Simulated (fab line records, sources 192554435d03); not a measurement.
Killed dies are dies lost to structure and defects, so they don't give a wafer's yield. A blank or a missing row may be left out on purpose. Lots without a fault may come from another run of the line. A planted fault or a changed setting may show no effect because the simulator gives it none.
Chamber matching | flow n5_finfet | N5_BEOL_M10_DESCUM_16 on rie_diel-05: 4 sister chambers
The step chemistry O2, time 7.9 s. 8 wafers are shown with their chamber, then 7 later ones without.

WAFERS WITH THEIR CHAMBER
wafer  | chamber | throttle_valve_pct (%) | showerhead_plenum_p_Torr (Torr)
L083.3 | 2       | 20.12                  | 2.02
L083.4 | 3       | 20.59                  | 2.15
L083.6 | 2       | 20.15                  | 2.01
L085.1 | 0       | 19.79                  | 2.09
L085.4 | 1       | 20.44                  | 2.04
L085.6 | 3       | 20.58                  | 2.14
L091.4 | 0       | 19.80                  | 2.09
L091.5 | 1       | 20.44                  | 2.04

WAFERS WITHOUT THEIR CHAMBER
wafer  | throttle_valve_pct (%) | showerhead_plenum_p_Torr (Torr)
L091.6 | 20.17                  | 2.01
L096.1 | 20.17                  | 2.01
L096.5 | 20.46                  | 2.04
L096.6 | 20.19                  | 2.00
L097.1 | 20.47                  | 2.04
L097.2 | 19.80                  | 2.08
L097.6 | 20.63                  | 2.14

WHICH CHAMBER EACH WENT THROUGH
wafer  | from the rows above | in truth
L091.6 | 2                   | 2
L096.1 | 2                   | 2
L096.5 | 1                   | 1
L096.6 | 2                   | 2
L097.1 | 1                   | 1
L097.2 | 0                   | 0
L097.6 | 3                   | 3
Placed correctly: 7 of 7. Can't be placed from these rows: 0. Placed wrongly: 0.
How it was worked out, from the rows above alone: a wafer's distance from a chamber is the root of the sum, over the readings, of the square of ((its reading less the chamber's mean) divided by the reading's scatter). The wafer belongs to the nearest chamber; if the next one is less than 2 further off, it can't be placed. A chamber's mean is the mean of its shown wafers. The scatter: the root of (the sum of the squares of (reading less its chamber's mean) over the shown wafers, divided by (wafers less chambers)).
